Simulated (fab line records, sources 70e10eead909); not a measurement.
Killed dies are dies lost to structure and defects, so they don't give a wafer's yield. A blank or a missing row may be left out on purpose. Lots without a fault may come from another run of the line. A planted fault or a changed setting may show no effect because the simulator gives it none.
Which tool did it? | flow nand_harc | 13 lots, 39 wafers sampled, at 5 steps of a route of 1159

WHAT THE GAUGES READ, wafer by wafer
NHARC_END_SORT_01.
lot  | measured     | on        | defect_limited_yield (%) | killed_at_array | killed_at_other | killed_at_periphery | killed_dies | killed_open | killed_short | sort_bin_2_pct (%) | sort_bin_3_pct (%) | sort_bin_4_pct (%) | sort_n_pass | sort_rim_yield_pct (%) | sort_yield_pct (%)
L240 | day 24 16:26 | prober-02 | 97.6 96.2 97.2           | 16 25 18        | 0 0 0           | 0 1 1               | 16 26 19    | 1 2 3       | 1 3 2        | 0.7 0.9 0.3        | 0 0.44 0.30        | 1.6 2.5 2.2        | 661 651 658 | 96.2 97.2 99.1         | 97.6 96.2 97.2
L241 | day 25 00:16 | prober-02 | 96.8 97.5 95.9           | 20 13 27        | 0 0 0           | 2 4 1               | 22 17 28    | 2 3 2       | 1 1 3        | 1.0 0.7 1.0        | 0.30 0 0.44        | 1.9 1.8 2.7        | 655 660 649 | 97.2 97.2 94.3         | 96.8 97.5 95.9
L243 | day 25 21:56 | prober-01 | 95.1 95.1 95.6           | 26 29 24        | 4 3 2           | 3 1 4               | 33 33 30    | 1 2 2       | 1 2 2        | 2.1 1.6 1.6        | 0.30 0.30 0.30     | 2.5 3.0 2.5        | 644 644 647 | 97.2 97.2 98.1         | 95.1 95.1 95.6
L242 | day 26 02:08 | prober-02 | 96.0 97.3 94.7           | 21 16 27        | 0 0 2           | 6 2 7               | 27 18 36    | 3 2 9       | 6 0 3        | 1.3 0.9 1.2        | 0.74 0.30 0.30     | 1.9 1.5 3.8        | 650 659 641 | 96.2 96.2 95.3         | 96.0 97.3 94.7
L244 | day 26 04:05 | prober-01 | 94.5 86.1 93.9           | 36 37 41        | 0 55 0          | 1 2 0               | 37 94 41    | 3 6 7       | 2 3 0        | 1.0 5.8 1.8        | 0.30 1.62 0.44     | 4.1 6.5 3.8        | 640 583 636 | 97.2 84.0 99.1         | 94.5 86.1 93.9
L246 | day 26 11:43 | prober-01 | 87.7 94.8 95.0           | 29 34 33        | 51 0 0          | 3 1 1               | 83 35 34    | 2 4 1       | 6 1 3        | 5.0 1.3 1.6        | 2.22 0.44 0        | 5.0 3.4 3.4        | 594 642 643 | 89.6 100.0 100.0       | 87.7 94.8 95.0
L252 | day 27 03:19 | prober-01 | 93.8 92.8 95.7           | 39 43 26        | 0 0 0           | 3 6 3               | 42 49 29    | 6 3 3       | 0 3 2        | 1.5 1.8 0.7        | 0.15 0 0.44        | 4.6 5.5 3.1        | 635 628 648 | 89.6 97.2 94.3         | 93.8 92.8 95.7
L248 | day 26 23:06 | prober-02 | 97.3 96.8 96.0           | 16 22 25        | 0 0 0           | 2 0 2               | 18 22 27    | 2 1 3       | 3 2 2        | 0.4 1.0 0.7        | 0 0 0.89           | 2.2 2.2 2.4        | 659 655 650 | 97.2 96.2 99.1         | 97.3 96.8 96.0
L255 | day 27 14:41 | prober-02 | 97.2 97.5 97.5           | 16 17 15        | 0 0 0           | 3 0 2               | 19 17 17    | 1 3 2       | 1 0 4        | 0.6 0.7 0.3        | 0 0.30 0           | 2.2 1.5 2.2        | 658 660 660 | 98.1 100.0 98.1        | 97.2 97.5 97.5
L257 | day 27 22:31 | prober-02 | 94.7 96.0 95.9           | 32 25 26        | 0 0 0           | 4 2 2               | 36 27 28    | 2 7 3       | 1 2 0        | 1.6 0.9 1.9        | 0.30 0.15 0.30     | 3.4 3.0 1.9        | 641 650 649 | 94.3 100.0 93.4        | 94.7 96.0 95.9
L253 | day 28 01:59 | prober-01 | 95.1 96.5 94.7           | 29 22 32        | 1 0 0           | 3 2 4               | 33 24 36    | 7 1 4       | 1 0 0        | 1.6 0.7 1.6        | 0.15 0.44 0.15     | 3.1 2.4 3.5        | 644 653 641 | 98.1 99.1 97.2         | 95.1 96.5 94.7
L260 | day 28 14:04 | prober-02 | 97.8 96.9 97.3           | 15 18 16        | 0 0 0           | 0 3 2               | 15 21 18    | 2 6 2       | 0 3 3        | 0.6 1.2 0.6        | 0 0.15 0.15        | 1.6 1.8 1.9        | 662 656 659 | 97.2 97.2 97.2         | 97.8 96.9 97.3
L259 | day 29 13:28 | prober-02 | 93.4 95.1 94.7           | 42 31 32        | 2 0 0           | 1 2 4               | 45 33 36    | 2 4 7       | 2 1 2        | 1.5 2.4 2.1        | 0.44 0 0.15        | 4.7 2.5 3.1        | 632 644 641 | 96.2 97.2 97.2         | 93.4 95.1 94.7

WHICH TOOL RAN EACH LOT (tool, then ch and the chambers of the sampled wafers, then the start)
lot  | NHARC_THIN_TSV_ETCHBACK_48         | NHARC_THIN_TSV_PRE_CLEAN_50             | NHARC_THIN_TSV_PVD_51                   | NHARC_THIN_TSV_ETCH_36
L240 | rie_diel-08 ch 0,1, day 24 00:02   | pvd_sputter-02, day 24 04:31 or earlier | pvd_sputter-02, day 24 04:31 or earlier | rie_metal-01 ch 0,1, day 24 04:31
L241 | rie_diel-03 ch 1,2, day 24 08:56   | pvd_sputter-03, day 24 13:17 or earlier | pvd_sputter-03, day 24 13:17 or earlier | rie_metal-03 ch 0,1, day 24 13:17
L243 | rie_diel-08 ch 0,2,3, day 24 19:59 | pvd_sputter-01, day 25 00:06 or earlier | pvd_sputter-01, day 25 00:06 or earlier | rie_metal-02 ch 0,1, day 25 00:06
L242 | rie_diel-12 ch 1,2,3, day 24 21:04 | pvd_sputter-03, day 25 01:29 or earlier | pvd_sputter-03, day 25 01:29 or earlier | rie_metal-01 ch 1, day 25 01:29
L244 | rie_diel-08 ch 1,2, day 25 03:11   | pvd_sputter-01, day 25 07:29 or earlier | pvd_sputter-01, day 25 07:29 or earlier | rie_metal-02 ch 0,1, day 25 07:29
L246 | rie_diel-08 ch 0,1,3, day 25 04:25 | pvd_sputter-03, day 25 08:59 or earlier | pvd_sputter-03, day 25 08:59 or earlier | rie_metal-01 ch 1, day 25 08:59
L252 | rie_diel-03 ch 0,1,2, day 26 06:49 | pvd_sputter-02, day 26 11:08 or earlier | pvd_sputter-02, day 26 11:08 or earlier | rie_metal-02 ch 0,1, day 26 11:08
L248 | rie_diel-03 ch 0,1,3, day 26 08:11 | pvd_sputter-02, day 26 12:21 or earlier | pvd_sputter-02, day 26 12:21 or earlier | rie_metal-03 ch 0,1, day 26 12:21
L255 | rie_diel-03 ch 2,3, day 26 10:27   | pvd_sputter-02, day 26 14:47 or earlier | pvd_sputter-02, day 26 14:47 or earlier | rie_metal-02 ch 0,1, day 26 14:47
L257 | rie_diel-12 ch 2,3, day 26 14:38   | pvd_sputter-03, day 26 18:54 or earlier | pvd_sputter-03, day 26 18:54 or earlier | rie_metal-02 ch 0,1, day 26 18:54
L253 | rie_diel-03 ch 1,2,3, day 26 19:10 | pvd_sputter-01, day 26 23:16 or earlier | pvd_sputter-01, day 26 23:16 or earlier | rie_metal-02 ch 0,1, day 26 23:16
L260 | rie_diel-03 ch 1,3, day 27 14:50   | pvd_sputter-02, day 27 19:00 or earlier | pvd_sputter-02, day 27 19:00 or earlier | rie_metal-01 ch 0,1, day 27 19:00
L259 | rie_diel-03 ch 0,3, day 27 18:24   | pvd_sputter-02, day 27 22:41 or earlier | pvd_sputter-02, day 27 22:41 or earlier | rie_metal-01 ch 0,1, day 27 22:41
- NHARC_THIN_TSV_ETCHBACK_48: etches the open film in C4F8/Ar, target depth 1028.5 nm, time 405.17 s.
- NHARC_THIN_TSV_PRE_CLEAN_50: time 30 s.
- NHARC_THIN_TSV_PVD_51: deposits Cu, target thk 100 nm.
- NHARC_THIN_TSV_ETCH_36: etches the open film in Cl2/BCl3, target depth 65 nm, time 18.571 s.

WHAT THE TOOLS THEMSELVES READ (means of the sampled wafers that have a number; where no wafer has one, the mark that the record gives instead)
NHARC_THIN_TSV_ETCHBACK_48.
lot  | tool        | oes_product_au (a.u.) | rf_vpp_V (V)
L240 | rie_diel-08 | 0.931                 | 549
L241 | rie_diel-03 | 0.922                 | 547
L243 | rie_diel-08 | 1.003                 | 546
L242 | rie_diel-12 | 0.997                 | 548
L244 | rie_diel-08 | 0.926                 | 547
L246 | rie_diel-08 | 0.931                 | 548
L252 | rie_diel-03 | 0.945                 | 549
L248 | rie_diel-03 | 0.926                 | 546
L255 | rie_diel-03 | 0.993                 | 548
L257 | rie_diel-12 | 0.923                 | 546
L253 | rie_diel-03 | 0.958                 | 546
L260 | rie_diel-03 | 0.928                 | 544
L259 | rie_diel-03 | 0.931                 | 549

NHARC_THIN_TSV_PRE_CLEAN_50.
lot  | tool           | heater_power_w (W) | susceptor_temp_C (C)
L240 | pvd_sputter-02 | 446                | -
L241 | pvd_sputter-03 | 374                | 280.10
L243 | pvd_sputter-01 | 452                | 279.90
L242 | pvd_sputter-03 | 383                | 280.17
L244 | pvd_sputter-01 | 460                | -
L246 | pvd_sputter-03 | 380                | 280.03
L252 | pvd_sputter-02 | 411                | 279.86
L248 | pvd_sputter-02 | 483                | 280.16
L255 | pvd_sputter-02 | 444                | -
L257 | pvd_sputter-03 | 384                | 279.71
L253 | pvd_sputter-01 | 434                | 280.03
L260 | pvd_sputter-02 | 459                | 279.97
L259 | pvd_sputter-02 | 446                | 280.03

NHARC_THIN_TSV_PVD_51.
lot  | tool           | throttle_valve_pct (%)
L240 | pvd_sputter-02 | 29.6
L241 | pvd_sputter-03 | 28.4
L243 | pvd_sputter-01 | 30.3
L242 | pvd_sputter-03 | 29.1
L244 | pvd_sputter-01 | 30.8
L246 | pvd_sputter-03 | 30.1
L252 | pvd_sputter-02 | 29.9
L248 | pvd_sputter-02 | 29.2
L255 | pvd_sputter-02 | 29.1
L257 | pvd_sputter-03 | 29.6
L253 | pvd_sputter-01 | 30.6
L260 | pvd_sputter-02 | 29.6
L259 | pvd_sputter-02 | 29.9

NHARC_THIN_TSV_ETCH_36.
lot  | tool         | drypump_motor_current_A (A) | oes_product_au (a.u.)
L240 | rie_metal-01 | 5.7                         | 1.001
L241 | rie_metal-03 | 6.1                         | 1.016
L243 | rie_metal-02 | 5.6                         | 0.999
L242 | rie_metal-01 | 6.3                         | 0.999
L244 | rie_metal-02 | 5.6                         | 1.009
L246 | rie_metal-01 | 6.3                         | 1.019
L252 | rie_metal-02 | 5.6                         | 1.008
L248 | rie_metal-03 | 6.0                         | 1.013
L255 | rie_metal-02 | 5.6                         | 1.008
L257 | rie_metal-02 | 5.6                         | 1.004
L253 | rie_metal-02 | 5.6                         | 1.004
L260 | rie_metal-01 | 5.2                         | 1.011
L259 | rie_metal-01 | 5.8                         | 1.002

THE ANSWER, worked out from the rows above alone
Rule: what is usual is taken from the lots themselves. Put in order of their means at a reading, lots are off if they are a third of the lots or fewer, leave a main group of 4 or more, and stand apart from it by a gap of 3 or more times the standard deviation of the main group's means; of several such gaps the widest counts. A main group whose means are all the same, to the digits that the tables above print for the reading, isn't used. A lot without any number at a reading at which 4 lots or more have one is off too. The other lots that the step has rows for count as sound. The gauges are gone through in route order, then the tools' own readings, and for those a lot's mean is taken as printed above. The first step at which some lot is off is used, and at that step the reading that is off furthest; a lot without a number counts as furthest.
Off: L244, L246, at NHARC_END_SORT_01 (killed_at_other). The main group: mean 0.4, standard deviation 0.85.
A tool fits if, at a process step before that reading, it ran every lot that is off, and no sound lot after the first of them. The gauges at NHARC_END_SORT_01 are tried like those tools. NHARC_THIN_TSV_PRE_CLEAN_50 gives no start for some lots, so the hours and the order of its lots are those of NHARC_THIN_TSV_ETCH_36. NHARC_THIN_TSV_PVD_51 gives no start for some lots, so the hours and the order of its lots are those of NHARC_THIN_TSV_ETCH_36. One fits: rie_diel-08 at NHARC_THIN_TSV_ETCHBACK_48. Its last sound lot is L243 (day 24 19:59), its first lot that is off L244 (day 25 03:11): a fault that began between those two fits.

WHAT THE SIMULATOR HAD PUT IN
Chamber particle source: rie_diel-08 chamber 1, from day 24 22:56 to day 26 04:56, at NHARC_THIN_TSV_ETCHBACK_48. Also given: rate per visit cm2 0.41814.
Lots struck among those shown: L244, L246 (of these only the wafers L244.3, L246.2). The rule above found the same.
